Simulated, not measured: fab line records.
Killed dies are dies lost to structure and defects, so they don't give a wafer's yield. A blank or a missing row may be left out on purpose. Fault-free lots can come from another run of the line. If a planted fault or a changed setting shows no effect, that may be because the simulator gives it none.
What tool caused it? ; flow n5-finfet ; 27 wafers from 9 lots sampled at 6 of the route's 1938 steps

WHAT THE GAUGES SHOWED, per wafer
N5_BEOL_M4_RC_MEAS_101. Usual: DIBL_N 35.9 mV/V, standard deviation 1.4; DIBL_P 35.9 mV/V, standard deviation 1.7; IOFF_N 0.160 nA/um, standard deviation 0.026; IOFF_P 0.21 nA/um, standard deviation 0.036; ION_N 672 uA/um, standard deviation 11; ION_P 461 uA/um, standard deviation 8.1; SS_N 71.4 mV/dec, standard deviation 0.54; SS_P 73.2 mV/dec, standard deviation 0.67; VT_N 249.3 mV, standard deviation 2.7; VT_P -250 mV, standard deviation 3.9.
lot;measured;on;DIBL_N (mV/V);DIBL_P (mV/V);IOFF_N (nA/um);IOFF_P (nA/um);ION_N (uA/um);ION_P (uA/um);SS_N (mV/dec);SS_P (mV/dec);VT_N (mV);VT_P (mV);flag
L107;day 7 17:38;prober-01;35.5 34.1 34.8;35.6 33.7 34.4;0.172 0.148 0.159;0.26 0.23 0.24;685 678 681;473 478 474;71.3 71.3 71.0;73.5 73.0 72.9;250.0 248.9 248.9;-243 -246 -244;
L108;day 8 04:54;prober-01;34.3 38.8 36.5;33.6 39.7 35.2;0.129 0.233 0.155;0.19 0.29 0.22;660 687 672;462 468 457;71.6 72.8 72.1;72.8 74.8 73.3;250.5 243.2 251.0;-248 -244 -247;
L110;day 9 04:48;prober-02;36.3 38.0 36.7;36.2 39.1 35.7;0.161 0.208 0.169;0.22 0.28 0.21;674 682 674;462 465 454;71.1 72.0 71.8;74.1 73.7 73.2;249.6 246.3 250.4;-247 -248 -247;
L112;day 9 14:31;prober-01;37.4 37.1 35.0;35.6 36.0 33.4;0.178 0.178 0.136;0.20 0.21 0.16;674 686 664;456 458 448;71.8 71.6 71.7;73.3 73.6 72.4;247.8 249.2 253.0;-255 -253 -255;
L121;day 11 14:25;prober-01;35.7 35.4 36.0;36.0 35.7 36.0;0.171 0.163 0.169;0.24 0.23 0.24;692 673 684;476 466 470;71.6 71.1 72.0;72.6 72.9 72.7;245.1 247.9 247.9;-247 -244 -246;
L124;day 11 21:24;prober-02;37.7 38.6 36.4;38.0 38.5 36.7;0.194 0.223 0.178;0.29 0.30 0.26;690 675 681;478 467 474;71.5 71.7 71.2;73.4 74.1 72.9;245.4 243.9 244.9;-244 -244 -244;
L129;day 13 21:41;prober-01;36.2 35.4 34.2;37.0 37.1 34.5;0.186 0.171 0.136;0.23 0.22 0.18;670 690 660;458 465 451;72.1 71.6 71.1;73.9 74.4 72.8;245.1 248.0 251.7;-248 -250 -253;
L127;day 13 21:21;prober-02;36.1 37.1 37.0;34.4 36.0 36.6;0.142 0.142 0.158;0.15 0.17 0.18;664 643 674;450 441 450;70.9 71.9 71.8;72.8 73.1 73.2;249.5 253.3 248.2;-258 -254 -255;
L130;day 14 04:16;prober-02;36.1 35.0 38.2;36.2 35.4 39.4;0.149 0.136 0.190;0.18 0.17 0.24;665 678 675;456 459 462;71.0 70.9 71.5;72.9 73.7 74.2;252.6 253.1 249.5;-253 -255 -248;

TOOL THAT RAN EACH LOT (tool first, then ch and the chambers of the sampled wafers, then the start)
lot;N5_BEOL_M1_SPUTTER_96;N5_BEOL_M1_PRE_CLEAN_60;N5_BEOL_M1_CO_CAP_55;N5_BEOL_M2_COAT_62;N5_BEOL_M2_ETCH_63
L107;pvd-sputter-02, day 6 14:44;cvd-co-01 ch 0,2, day 6 15:35;cvd-co-01 ch 0,2, day 6 15:39;litho-track-04 ch 0, day 6 17:46;rie-diel-06 ch 0,1,3, day 6 18:43
L108;pvd-sputter-01, day 6 23:49;cvd-co-01 ch 0,1, day 7 00:38;cvd-co-01 ch 0,1, day 7 00:41;litho-track-04 ch 0, day 7 01:52;rie-diel-01 ch 1,3, day 7 02:28
L110;pvd-sputter-03, day 7 18:02;cvd-co-02 ch 0,1,2, day 7 19:00;cvd-co-02 ch 0,1,2, day 7 19:02;litho-track-03 ch 0, day 7 19:50;rie-diel-01 ch 0,2,3, day 7 20:18
L112;pvd-sputter-03, day 7 22:00;cvd-co-01 ch 0,1,2, day 7 22:50;cvd-co-01 ch 0,1,2, day 7 22:53;litho-track-02 ch 0, day 8 01:19;rie-diel-06 ch 0,1,2, day 8 01:55
L121;pvd-sputter-01, day 9 20:44;cvd-co-02 ch 1,2, day 9 21:33;cvd-co-02 ch 1,2, day 9 21:35;litho-track-04 ch 0, day 10 01:22;rie-diel-05 ch 0,1, day 10 01:56
L124;pvd-sputter-03, day 10 20:11;cvd-co-02 ch 0,1,2, day 10 21:02;cvd-co-02 ch 0,1,2, day 10 21:06;litho-track-04 ch 0, day 11 00:02;rie-diel-06 ch 0,1,3, day 11 00:37
L129;pvd-sputter-02, day 12 01:03;cvd-co-01 ch 0,1,2, day 12 01:53;cvd-co-01 ch 0,1,2, day 12 01:55;litho-track-03 ch 0, day 12 03:14;rie-diel-01 ch 0,1,2, day 12 03:55
L127;pvd-sputter-03, day 12 06:40;cvd-co-01 ch 0,2, day 12 07:30;cvd-co-01 ch 0,2, day 12 07:32;litho-track-03 ch 0, day 12 08:14;rie-diel-05 ch 0,1,2, day 12 08:49
L130;pvd-sputter-03, day 12 10:32;cvd-co-02 ch 1,2, day 12 11:22;cvd-co-02 ch 1,2, day 12 11:24;litho-track-03 ch 0, day 12 12:28;rie-diel-05 ch 0,1,3, day 12 12:54
- N5_BEOL_M1_SPUTTER_96: material Cu, target thk 4.5 nm, time 8.29 s.
- N5_BEOL_M1_PRE_CLEAN_60: time 15 s.
- N5_BEOL_M1_CO_CAP_55: material Co, precursor CCTBA/H2, target thk 2 nm, time 102.1 s.
- N5_BEOL_M2_COAT_62: time 60 s, resist thk 12 nm.
- N5_BEOL_M2_ETCH_63: etches SiARC in CF4, target depth 15.6 nm, time 26 s.

WHAT THE TOOLS THEMSELVES READ (means of the sampled wafers that have a number; where no wafer has one, the mark that the record gives instead)
N5_BEOL_M1_SPUTTER_96. Usual: substrate-temp-c -20.00 C, standard deviation 0.11; throttle-valve-pct 30.0 %, standard deviation 1.3.
lot;tool;substrate-temp-c (C);throttle-valve-pct (%);flag
L107;pvd-sputter-02;-19.91;29.4;
L108;pvd-sputter-01;-19.95;30.1;
L110;pvd-sputter-03;-20.00;30.5;
L112;pvd-sputter-03;-19.94;31.3;
L121;pvd-sputter-01;-20.00;29.4;
L124;pvd-sputter-03;-19.93;29.3;
L129;pvd-sputter-02;-20.07;28.6;
L127;pvd-sputter-03;-20.02;29.7;
L130;pvd-sputter-03;-20.11;30.5;

N5_BEOL_M1_PRE_CLEAN_60. Usual: heater-power-outer-w 17 W, standard deviation 5.4; heater-power-w 83 W, standard deviation 18.
lot;tool;heater-power-outer-w (W);heater-power-w (W);flag
L107;cvd-co-01;12;68;
L108;cvd-co-01;21;94;
L110;cvd-co-02;17;85;
L112;cvd-co-01;17;80;
L121;cvd-co-02;19;89;
L124;cvd-co-02;17;85;
L129;cvd-co-01;17;82;
L127;cvd-co-01;18;85;
L130;cvd-co-02;19;89;

N5_BEOL_M1_CO_CAP_55. Usual: heater-power-outer-w 119 W, standard deviation 7; heater-power-w 233 W, standard deviation 23.
lot;tool;heater-power-outer-w (W);heater-power-w (W);flag
L107;cvd-co-01;112;216;
L108;cvd-co-01;124;245;
L110;cvd-co-02;119;236;
L112;cvd-co-01;118;230;
L121;cvd-co-02;122;242;
L124;cvd-co-02;119;237;
L129;cvd-co-01;120;231;
L127;cvd-co-01;119;236;
L130;cvd-co-02;121;240;

N5_BEOL_M2_COAT_62. Usual: spin-speed-rpm at 1499.8 rpm, with a standard deviation of 1.
lot;tool;spin-speed-rpm (rpm);flag
L107;litho-track-04;1500.0;
L108;litho-track-04;1499.3;
L110;litho-track-03;1500.6;
L112;litho-track-02;1499.6;
L121;litho-track-04;2085.7;OFF
L124;litho-track-04;2085.9;OFF
L129;litho-track-03;1499.5;
L127;litho-track-03;1499.1;
L130;litho-track-03;1500.0;

N5_BEOL_M2_ETCH_63. Usual: chamber-pressure-mTorr 40.00 mTorr, standard deviation 0.032; drypump-motor-current-A 5.7 A, standard deviation 0.42; etch-rf-on-time-s 26.0 s, standard deviation 0.64; oes-product-au 0.66 a.u., standard deviation 0.074; rf-vpp-V 184.1 V, standard deviation 1.4; showerhead-plenum-p-Torr 2.14 Torr, standard deviation 0.092; throttle-valve-pct 15.70 %, standard deviation 0.2.
lot;tool;chamber-pressure-mTorr (mTorr);drypump-motor-current-A (A);etch-rf-on-time-s (s);oes-product-au (a.u.);rf-vpp-V (V);showerhead-plenum-p-Torr (Torr);throttle-valve-pct (%);flag
L107;rie-diel-06;40.00;5.8;26.2;0.66;184.3;2.21;15.74;
L108;rie-diel-01;40.03;5.8;26.7;0.62;184.4;2.13;15.82;
L110;rie-diel-01;39.98;5.7;26.1;0.63;184.9;2.16;15.55;
L112;rie-diel-06;40.02;5.8;26.0;0.63;184.2;2.13;15.76;
L121;rie-diel-05;39.99;5.7;22.0;0.69;182.8;2.07;15.80;OFF
L124;rie-diel-06;40.00;5.8;21.8;0.71;184.7;2.19;15.64;OFF
L129;rie-diel-01;39.97;6.0;26.1;0.69;183.8;2.15;15.54;
L127;rie-diel-05;40.04;5.8;25.7;0.73;183.9;2.17;15.62;
L130;rie-diel-05;40.02;5.7;26.2;0.66;183.6;2.12;15.80;

THE ANSWER, worked out from the rows above alone
Rule: a lot counts as off when the mean over its wafers that have a number is more than 3 standard deviations away from the usual mean. A lot without any number at a reading at which 4 lots or more have one is off too. All remaining lots with rows at the step are treated as sound. First the gauges in route order, then the tools' own readings, where a lot's mean is used as printed above. At the first step where some lot is off, the reading lying furthest off is the one used; lots without a number count as furthest.
Off, at N5_BEOL_M2_COAT_62 on spin-speed-rpm: L121, L124.
A tool fits if, at that step or a process step before it, it ran every lot that is off, and no sound lot after the first of them. One fits: litho-track-04 at N5_BEOL_M2_COAT_62. Its last sound lot is L108 (day 7 01:52), its first lot that is off L121 (day 10 01:22): a fault that began between those two fits.
The tool's own readings at N5_BEOL_M2_COAT_62 bear it out: on the lots that are off they differ by more than 5 times the standard deviation of the sound lots' means. spin-speed-rpm reads 2085.8 rpm there against 1499.7 rpm on the sound lots.

WHAT WAS PUT IN BY THE SIMULATOR
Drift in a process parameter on litho-track-04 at N5_BEOL_M2_COAT_62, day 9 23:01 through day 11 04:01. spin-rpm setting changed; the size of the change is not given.
Lots struck among those shown: L121, L124. This agrees with what the rule above found.
